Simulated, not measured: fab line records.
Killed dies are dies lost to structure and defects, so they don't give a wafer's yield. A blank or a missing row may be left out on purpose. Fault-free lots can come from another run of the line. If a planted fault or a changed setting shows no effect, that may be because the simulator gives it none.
Which tool is to blame? | flow nand_harc | 72 wafers from 24 lots sampled at 5 of the route's 1302 steps

== WHAT THE GAUGES READ, wafer by wafer ==
NHARC_A_M0_INSPECT_11.
lot  | measured     | on                | raw_defect_count
L074 | day 23 03:19 | defect_inspect-02 | 61 77 72
L077 | day 23 18:26 | defect_inspect-01 | 98 93 89
L076 | day 23 19:46 | defect_inspect-02 | 50 50 66
L075 | day 23 21:59 | defect_inspect-01 | 69 65 56
L078 | day 24 06:18 | defect_inspect-02 | 57 56 61
L079 | day 25 06:18 | defect_inspect-02 | 110 122 109
L080 | day 25 11:14 | defect_inspect-01 | 150 147 142
L081 | day 25 21:18 | defect_inspect-01 | 74 54 83
L082 | day 26 16:52 | defect_inspect-01 | 126 130 141
L086 | day 27 05:03 | defect_inspect-02 | 71 107 85
L085 | day 27 05:34 | defect_inspect-02 | 49 70 73
L084 | day 27 07:30 | defect_inspect-01 | 72 81 63
L083 | day 27 11:06 | defect_inspect-01 | 82 93 79
L089 | day 28 13:17 | defect_inspect-02 | 104 112 102
L088 | day 28 18:01 | defect_inspect-02 | 32 35 42
L087 | day 28 19:29 | defect_inspect-02 | 104 106 115
L091 | day 29 16:15 | defect_inspect-01 | 113 108 125
L090 | day 30 08:37 | defect_inspect-02 | 105 86 101
L093 | day 30 13:13 | defect_inspect-01 | 142 137 112
L092 | day 30 23:34 | defect_inspect-01 | 25 22 21
L094 | day 31 12:34 | defect_inspect-01 | 124 110 111
L095 | day 31 18:57 | defect_inspect-02 | 38 40 53
L096 | day 32 07:23 | defect_inspect-01 | 119 102 121
L097 | day 32 12:37 | defect_inspect-01 | 47 45 48

NHARC_A_M1_OVL_MEAS_10: pitch 240 nm.
lot  | measured     | on         | overlay_x_nm (nm) | overlay_y_nm (nm)
L074 | day 23 07:21 | overlay-02 | 2.0 2.3 1.7       | -0.1 0.2 0.4
L077 | day 23 22:43 | overlay-01 | -0.1 -0.6 -0.6    | 0.7 0.3 0.1
L076 | day 24 00:02 | overlay-02 | -0.5 -0.2 -0.1    | 0.7 0.6 0.6
L075 | day 24 01:52 | overlay-02 | 0.1 -0.2 -0.6     | 0.1 0.4 -0.4
L078 | day 24 10:28 | overlay-02 | 1.8 1.7 1.9       | 0.1 -0.2 -0.1
L079 | day 25 10:20 | overlay-01 | 0.3 0.8 0.9       | -1.3 -1.2 -0.8
L080 | day 25 15:10 | overlay-02 | 0.4 0.1 0.3       | -0.3 -0.7 -1.2
L081 | day 26 01:17 | overlay-01 | -0.5 -0.4 -0.8    | 1.7 1.5 1.6
L082 | day 26 20:45 | overlay-01 | -0.7 -0.5 -0.6    | -0.2 0.5 0.2
L086 | day 27 09:07 | overlay-02 | -0.3 0.1 -0.3     | 0.2 0.1 0.6
L085 | day 27 09:36 | overlay-01 | 0.7 0.6 0.9       | -1.2 -1.0 -1.1
L084 | day 27 11:24 | overlay-01 | 0.5 0.9 0.6       | -0.5 -0.3 0.0
L083 | day 27 15:25 | overlay-01 | -0.1 -0.2 0.0     | -0.2 -0.3 -0.7
L089 | day 28 17:13 | overlay-01 | -1.1 -0.6 -0.8    | -0.3 -0.6 0.4
L088 | day 28 22:01 | overlay-01 | 1.6 1.2 1.4       | -1.0 -1.5 -1.4
L087 | day 28 23:35 | overlay-02 | 0.3 0.2 0.6       | -0.4 -0.4 -0.6
L091 | day 29 20:19 | overlay-02 | -0.5 -0.2 0.3     | 0.4 -0.1 0.4
L090 | day 30 12:37 | overlay-02 | 0.8 1.0 0.4       | 2.6 2.5 2.9
L093 | day 30 17:11 | overlay-02 | 0.7 0.6 1.1       | 0.1 -0.8 -0.3
L092 | day 31 03:37 | overlay-02 | -0.3 -0.1 0.3     | -0.4 -0.2 -0.6
L094 | day 31 16:34 | overlay-02 | 0.1 0.8 0.4       | 0.1 0.5 -0.6
L095 | day 31 22:58 | overlay-01 | -2.4 -1.8 -2.2    | 0.0 0.5 0.6
L096 | day 32 11:26 | overlay-02 | 0.0 -0.3 -1.0     | 0.1 0.3 0.2
L097 | day 32 16:39 | overlay-02 | -1.2 -1.3 -1.2    | -1.6 -2.1 -1.6

NHARC_A_M1_CD_MEAS_16.
lot  | measured     | on        | cd_nm (nm)
L074 | day 23 07:45 | cd_sem-03 | 121.2 118.7 120.4
L077 | day 23 23:07 | cd_sem-03 | 120.1 118.9 120.0
L076 | day 24 00:27 | cd_sem-03 | 119.7 119.3 119.8
L075 | day 24 02:16 | cd_sem-01 | 120.5 120.3 119.8
L078 | day 24 10:53 | cd_sem-03 | 119.2 120.1 118.8
L079 | day 25 10:44 | cd_sem-03 | 119.2 119.7 120.2
L080 | day 25 15:34 | cd_sem-01 | 120.9 118.3 120.3
L081 | day 26 01:41 | cd_sem-02 | 120.4 120.3 119.6
L082 | day 26 21:10 | cd_sem-03 | 118.9 120.1 119.2
L086 | day 27 09:31 | cd_sem-02 | 121.8 120.0 120.4
L085 | day 27 10:00 | cd_sem-01 | 119.5 120.0 120.3
L084 | day 27 11:49 | cd_sem-02 | 120.7 119.4 119.3
L083 | day 27 15:49 | cd_sem-03 | 120.2 119.9 120.7
L089 | day 28 17:37 | cd_sem-02 | 119.6 119.9 120.1
L088 | day 28 22:25 | cd_sem-03 | 119.9 118.9 119.5
L087 | day 29 00:00 | cd_sem-02 | 121.3 121.1 121.5
L091 | day 29 20:49 | cd_sem-03 | 119.5 119.0 118.6
L090 | day 30 13:01 | cd_sem-01 | 119.7 120.0 119.0
L093 | day 30 17:36 | cd_sem-03 | 119.4 121.1 120.1
L092 | day 31 04:01 | cd_sem-01 | 121.4 119.5 120.1
L094 | day 31 17:01 | cd_sem-02 | 120.7 121.1 121.0
L095 | day 31 23:22 | cd_sem-03 | 120.0 120.8 119.1
L096 | day 32 11:50 | cd_sem-01 | 119.7 122.2 120.8
L097 | day 32 17:04 | cd_sem-01 | 119.6 118.6 118.8

NHARC_A_M1_THK_MEAS_24: measures by xrf.
lot  | measured     | on            | thk_nm (nm)
L074 | day 23 09:52 | film_metro-01 | 154.5 151.7 153.2
L077 | day 24 01:15 | film_metro-01 | 153.2 152.2 152.0
L076 | day 24 02:34 | film_metro-02 | 155.5 156.0 157.7
L075 | day 24 04:24 | film_metro-02 | 155.5 152.8 154.6
L078 | day 24 12:59 | film_metro-01 | 153.3 154.7 153.2
L079 | day 25 12:53 | film_metro-01 | 153.0 155.0 154.5
L080 | day 25 17:59 | film_metro-02 | 153.8 154.4 152.8
L081 | day 26 03:48 | film_metro-01 | 156.6 154.0 155.8
L082 | day 26 23:16 | film_metro-02 | 154.5 157.5 156.1
L086 | day 27 11:38 | film_metro-02 | 157.1 157.0 155.8
L085 | day 27 12:08 | film_metro-01 | 152.2 155.4 155.7
L084 | day 27 13:56 | film_metro-01 | 154.6 151.9 153.6
L083 | day 27 17:57 | film_metro-01 | 152.6 151.9 157.3
L089 | day 28 19:47 | film_metro-02 | 157.5 154.7 155.9
L088 | day 29 00:44 | film_metro-01 | 154.2 156.3 155.1
L087 | day 29 02:06 | film_metro-02 | 155.3 157.4 153.8
L091 | day 29 22:57 | film_metro-01 | 155.6 155.9 154.7
L090 | day 30 15:08 | film_metro-01 | 154.4 150.8 155.7
L093 | day 30 19:43 | film_metro-01 | 153.1 155.7 154.1
L092 | day 31 06:07 | film_metro-01 | 153.1 155.3 155.4
L094 | day 31 19:08 | film_metro-02 | 158.0 154.1 153.7
L095 | day 32 01:29 | film_metro-02 | 155.7 156.3 154.3
L096 | day 32 13:58 | film_metro-02 | 155.0 155.5 155.0
L097 | day 32 19:14 | film_metro-01 | 155.2 153.2 158.2

== WHICH TOOL RAN EACH LOT (tool, then ch and the chambers of the sampled wafers, then the start) ==
lot  | NHARC_A_M1_ETCH_35
L074 | rie_diel-10 ch 1,3, day 23 07:32
L077 | rie_diel-05 ch 1,2,3, day 23 22:53
L076 | rie_diel-10 ch 2,3, day 24 00:14
L075 | rie_diel-06 ch 0,2,3, day 24 02:04
L078 | rie_diel-10 ch 0,1, day 24 10:40
L079 | rie_diel-06 ch 0,2,3, day 25 10:31
L080 | rie_diel-10 ch 0,2,3, day 25 15:20
L081 | rie_diel-06 ch 0,1,2, day 26 01:28
L082 | rie_diel-10 ch 0,1,2, day 26 20:56
L086 | rie_diel-06 ch 1,2,3, day 27 09:17
L085 | rie_diel-05 ch 1,2,3, day 27 09:47
L084 | rie_diel-10 ch 0,2,3, day 27 11:37
L083 | rie_diel-05 ch 0,1,2, day 27 15:37
L089 | rie_diel-10 ch 1,2, day 28 17:23
L088 | rie_diel-05 ch 0,2,3, day 28 22:12
L087 | rie_diel-05 ch 1,2, day 28 23:47
L091 | rie_diel-06 ch 0,1, day 29 20:35
L090 | rie_diel-06 ch 0,2,3, day 30 12:49
L093 | rie_diel-06 ch 0,1,3, day 30 17:23
L092 | rie_diel-05 ch 0,1, day 31 03:47
L094 | rie_diel-06 ch 0,1, day 31 16:46
L095 | rie_diel-10 ch 0,2,3, day 31 23:10
L096 | rie_diel-06 ch 1,3, day 32 11:37
L097 | rie_diel-10 ch 0,1, day 32 16:50
- NHARC_A_M1_ETCH_35: etches the open film in N2/H2, target depth 40 nm, overetch 12 nm, time 43.94 s.

== AS READ BY THE TOOLS THEMSELVES (means over the sampled wafers that have a number; for cases with no such wafer, the mark the record gives instead) ==
NHARC_A_M1_ETCH_35.
lot  | tool        | drypump_motor_current_A (A) | oes_product_au (a.u.) | rf_vpp_V (V) | showerhead_plenum_p_Torr (Torr) | throttle_valve_pct (%)
L074 | rie_diel-10 | 5.7                         | 0.999                 | 433.9        | 2.13                            | 14.170
L077 | rie_diel-05 | 6.2                         | 0.995                 | 430.5        | 2.04                            | 14.172
L076 | rie_diel-10 | 5.5                         | 0.993                 | 431.6        | 2.05                            | 14.176
L075 | rie_diel-06 | 5.9                         | 1.000                 | 430.5        | 2.05                            | 14.175
L078 | rie_diel-10 | 5.7                         | 1.003                 | 433.8        | 2.16                            | 14.174
L079 | rie_diel-06 | 5.9                         | 0.997                 | 430.8        | 2.05                            | 14.163
L080 | rie_diel-10 | 5.7                         | 1.001                 | 431.1        | 2.09                            | 14.177
L081 | rie_diel-06 | 6.1                         | 1.001                 | 430.6        | 2.03                            | 14.169
L082 | rie_diel-10 | 5.9                         | 1.002                 | 431.8        | 2.11                            | 14.171
L086 | rie_diel-06 | 6.1                         | 1.000                 | 432.4        | 2.10                            | 14.177
L085 | rie_diel-05 | 6.2                         | 1.007                 | 430.2        | 2.04                            | 14.174
L084 | rie_diel-10 | 5.7                         | 1.000                 | 432.6        | 2.09                            | 14.176
L083 | rie_diel-05 | 6.0                         | 1.005                 | 431.1        | 2.05                            | 14.169
L089 | rie_diel-10 | 6.1                         | 1.008                 | 430.6        | 2.06                            | 14.165
L088 | rie_diel-05 | 5.9                         | 0.988                 | 430.1        | 2.02                            | 14.171
L087 | rie_diel-05 | 6.2                         | 1.000                 | 430.7        | 2.06                            | 14.166
L091 | rie_diel-06 | 6.3                         | 0.981                 | 430.4        | 2.03                            | 14.167
L090 | rie_diel-06 | 5.9                         | 0.998                 | 430.7        | 2.05                            | 14.171
L093 | rie_diel-06 | 6.1                         | 0.991                 | 431.2        | 2.06                            | 14.168
L092 | rie_diel-05 | 5.8                         | 0.997                 | 428.7        | 1.99                            | 14.175
L094 | rie_diel-06 | 6.2                         | 0.989                 | 428.8        | 1.98                            | 14.171
L095 | rie_diel-10 | 5.7                         | 1.006                 | 432.2        | 2.08                            | 14.178
L096 | rie_diel-06 | 6.1                         | 1.006                 | 432.8        | 2.13                            | 14.179
L097 | rie_diel-10 | 5.8                         | 0.988                 | 432.8        | 2.16                            | 14.173

== THE ANSWER, worked out from the rows above alone ==
Rule: usual is defined by the lots themselves. Put in order of their means at a reading, lots are off if they are a third of the lots or fewer, leave a main group of 4 or more, and stand apart from it by a gap of 3 or more times the standard deviation of the main group's means; of several such gaps the widest counts. A main group is skipped when, at the precision printed for the reading in the tables above, its means are all equal. A lot without any number at a reading at which 4 lots or more have one is off too. Any other lot the step has rows for is counted as sound. Order of review: gauges by route order, followed by the tools' own readings, for which a lot's mean as printed above is used. The first step at which some lot is off is used, and at that step the reading that is off furthest; a lot without a number counts as furthest.
Nothing can be told from this: no lot is off at any reading shown.

== WHAT THE SIMULATOR PUT IN ==
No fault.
